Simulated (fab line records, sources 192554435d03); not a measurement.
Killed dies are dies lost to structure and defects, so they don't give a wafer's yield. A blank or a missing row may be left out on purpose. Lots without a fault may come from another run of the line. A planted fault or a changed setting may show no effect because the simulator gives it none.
Problem report in the 8D (eight disciplines) form, filled by code | flow n5_finfet | the parts of the form that need people (team, actions taken, sign-off) are left out

1. THE PROBLEM
M4_THK at N5_BEOL_M4_THK_MEAS_53 reads a mean of 146.8 nm on 4 wafers of 2 lots; wafers without a fault read 39.9 nm with a standard deviation of 1.2. That is +89 standard deviations from the usual mean.
The step: measures by xrf.
First seen on wafer L137.3, day 11 03:32, on film_metro-02. The record holds 27 wafers of 9 lots with a number at this step. Rule for "out", or "out of limits": more than 4 standard deviations from the usual mean. The other wafers with a number count as sound.

2. WHAT IT IS AND WHAT IT IS NOT
question                    | is                             | is not
which readings at this step | M4_THK                         | -
which lots                  | L137, L139                     | L128, L130, L131, L134, L135, L143, L147
which wafers of those lots  | L137.3, L137.4, L139.2, L139.3 | L137.5, L139.5
read on which gauges        | film_metro-02                  | film_metro-01
when                        | from day 11 03:32              | up to then (16 sound wafers); but 7 sound wafers of L139, L143, L147 came after

3. SUSPECTS, AND WHAT RULES EACH OUT
Counting: a tool at a process step up to the reading stays a suspect if it ran every lot that is out. Sound lots after the first of them don't rule it out here, since some wafers of a struck lot are sound.
- the gauge at N5_BEOL_M4_THK_MEAS_53: ruled out. All the wafers that are out were read on film_metro-02, but those of them that N5_BEOL_M4_CMP_52 has rows for are out there too, on other tools.
- cmp-02 at N5_BEOL_M4_CMP_52 (polishes, stops on SiOC, t overpolish 6.8 s, target thk 40 nm): kept. It ran every lot that is out, first L137 (day 11 03:16); its last sound lot up to then is L135 (day 10 02:08). Its own readings are out on those wafers: barrier_field_endpoint_s, overpolish_run_s, time_to_endpoint_s.
- Within cmp-02 at N5_BEOL_M4_CMP_52: the wafers that are out ran in chambers 0, 1, 3; their sound lot-mates ran in chamber 2.
Left after counting: cmp-02 at N5_BEOL_M4_CMP_52.

4. THE CAUSE (what the simulator had put in)
Process parameter drift: cmp-02, from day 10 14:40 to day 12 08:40, at N5_BEOL_M4_CMP_52. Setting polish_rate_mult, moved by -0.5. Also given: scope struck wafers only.
Counting left only this tool.

5. THE CHAIN OF EFFECTS, in route order
Each row: a reading whose mean over the struck wafers that have a number lies more than 3 standard deviations from the usual. Only readings for which the record gives a usual standard deviation are gone through. hours: the time from each lot's start at the first step in this table that gives one to its start at this step, as a median over the lots. sigmas: the change in usual standard deviations.
hours | step                    | reading                  | usual   | on struck wafers | change | sigmas
0     | N5_BEOL_M4_CMP_52       | barrier_field_endpoint_s | 24.5 s  | 41.1             | +16.6  | +27
0     | N5_BEOL_M4_CMP_52       | overpolish_run_s         | 6.799 s | 0.041            | -6.758 | -99 or more
0     | N5_BEOL_M4_CMP_52       | time_to_endpoint_s       | 62.5 s  | 80.1             | +17.6  | +5.9
0     | N5_BEOL_M4_THK_MEAS_53  | M4_THK                   | 39.9 nm | 146.8            | +106.9 | +89
1     | N5_BEOL_M4_INSPECT_59   | raw_defect_count         | 76      | 4973             | +4897  | +99 or more
98    | N5_PASSIVATION_PROBE_49 | defect_limited_yield     | 91.2 %  | 0.0              | -91.2  | -65
98    | N5_PASSIVATION_PROBE_49 | killed_at_M4_up          | 13      | 1088             | +1076  | +99 or more
98    | N5_PASSIVATION_PROBE_49 | killed_dies              | 103     | 1180             | +1077  | +67
98    | N5_PASSIVATION_PROBE_49 | killed_on_rim            | 13      | 152              | +139   | +41
98    | N5_PASSIVATION_PROBE_49 | sort_n_pass              | 1077    | 0                | -1077  | -67
98    | N5_PASSIVATION_PROBE_49 | sort_yield_pct           | 91.2 %  | 0.0              | -91.2  | -65
The process steps in it:
- N5_BEOL_M4_CMP_52: polishes, stops on SiOC, t overpolish 6.8 s, target thk 40 nm.
- N5_PASSIVATION_PROBE_49

6. WHAT WOULD HAVE CAUGHT IT SOONER
In this record the first reading out of limits at a measuring or inspecting step was taken at day 11 03:32, 13 hours after the fault began at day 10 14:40.
The tool's own readings at N5_BEOL_M4_CMP_52 were out on every struck wafer that the step has a row for (barrier_field_endpoint_s, overpolish_run_s, time_to_endpoint_s): an alarm limit on them would have fired on the first of those.
Of the lots that are out (2), L139 began N5_BEOL_M4_CMP_52 on cmp-02 after day 11 03:32. A hold on the tool at that time would have spared it.
